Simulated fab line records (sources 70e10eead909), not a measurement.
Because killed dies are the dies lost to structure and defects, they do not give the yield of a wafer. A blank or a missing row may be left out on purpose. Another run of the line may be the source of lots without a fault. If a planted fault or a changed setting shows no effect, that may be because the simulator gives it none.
A struck lot beside a sound one || flow nand_harc || 13 out of 1159 route steps
Sound: the wafers L972.1, L972.3, L972.6. The struck wafers were L967.3, L967.5, L967.6. The cause is named last.
Each step with rows lists, per side, the tool, then ch with its chambers, then its first start. Under that, the readings that differ: sound wafers || struck wafers || difference of the means || sigmas: that difference in standard deviations of wafers without a fault.
alike: same words and numbers on both sides, and readings whose means sit less than 2 such deviations apart. not compared: any withheld reading, any reading some wafer has no value for, any bound like >300 that may hide the same value, and any number with overlapping values for which the record gives no deviation.
Wherever a step has rows on one side only, a row that says differs or no value, or a row with sigmas, the two part there. Numbers that have no deviation but don't overlap get no sigmas and don't part them. A reading missing from all wafers of one side parts the sides only when that side holds two or more wafers.

first, 3 steps without rows for these wafers: NHARC_A_STAIRCASE_STRIP_296 (strips in SPM, time 900 s); NHARC_A_STAIRCASE_PRECLEAN_297 (cleans in SC1); NHARC_A_STAIRCASE_SRD_298.
NHARC_A_STAIRCASE_HM_DEP_462: deposits aC, target thk 800 nm.
  sound on acl_dep-01 ch 0, day 15 02:40; struck on acl_dep-02 ch 0, day 13 15:48
{"reading": "susceptor_temp_C (C)", "sound": "400.07 400.15 400.02", "struck": "- - -", "difference": "no value on the struck wafers", "sigmas": ""}
  alike: throttle_valve_pct
NHARC_A_STAIRCASE_DEP_301: deposits SiON, target thk 30 nm.
  sound on pecvd-01 ch 0,2, day 15 04:34; struck on pecvd-01 ch 0,1,2, day 13 17:04
  alike: heater_power_w, susceptor_temp_C
then, 6 steps without rows for these wafers: NHARC_A_STAIRCASE_DEHYDRATE_302 (time 120 s); NHARC_A_STAIRCASE_HMDS_303 (time 30 s); NHARC_A_STAIRCASE_COAT_304; NHARC_A_STAIRCASE_SOFTBAKE_305 (time 170 s); NHARC_A_STAIRCASE_EBR_306; NHARC_A_STAIRCASE_EXPOSE_307 (exposes mask CHOP 50).
NHARC_A_STAIRCASE_PEB_308: peb time 130 s.
  sound on litho_track-05 ch 0, day 15 05:15; struck on litho_track-07, day 13 17:35
  no value came back on the struck wafers for chill_plate_temp_C (C), exhaust_pa (Pa); on the sound wafers chill_plate_temp_C (C) reads 22.79 22.88 22.92
then, 1 step without rows for these wafers: NHARC_A_STAIRCASE_DEVELOP_309 (time 140 s).

== WHERE THEY PART ==
First at NHARC_A_STAIRCASE_HM_DEP_462; last, within this record, at NHARC_A_STAIRCASE_PEB_308.

WHY: what the simulator had put in
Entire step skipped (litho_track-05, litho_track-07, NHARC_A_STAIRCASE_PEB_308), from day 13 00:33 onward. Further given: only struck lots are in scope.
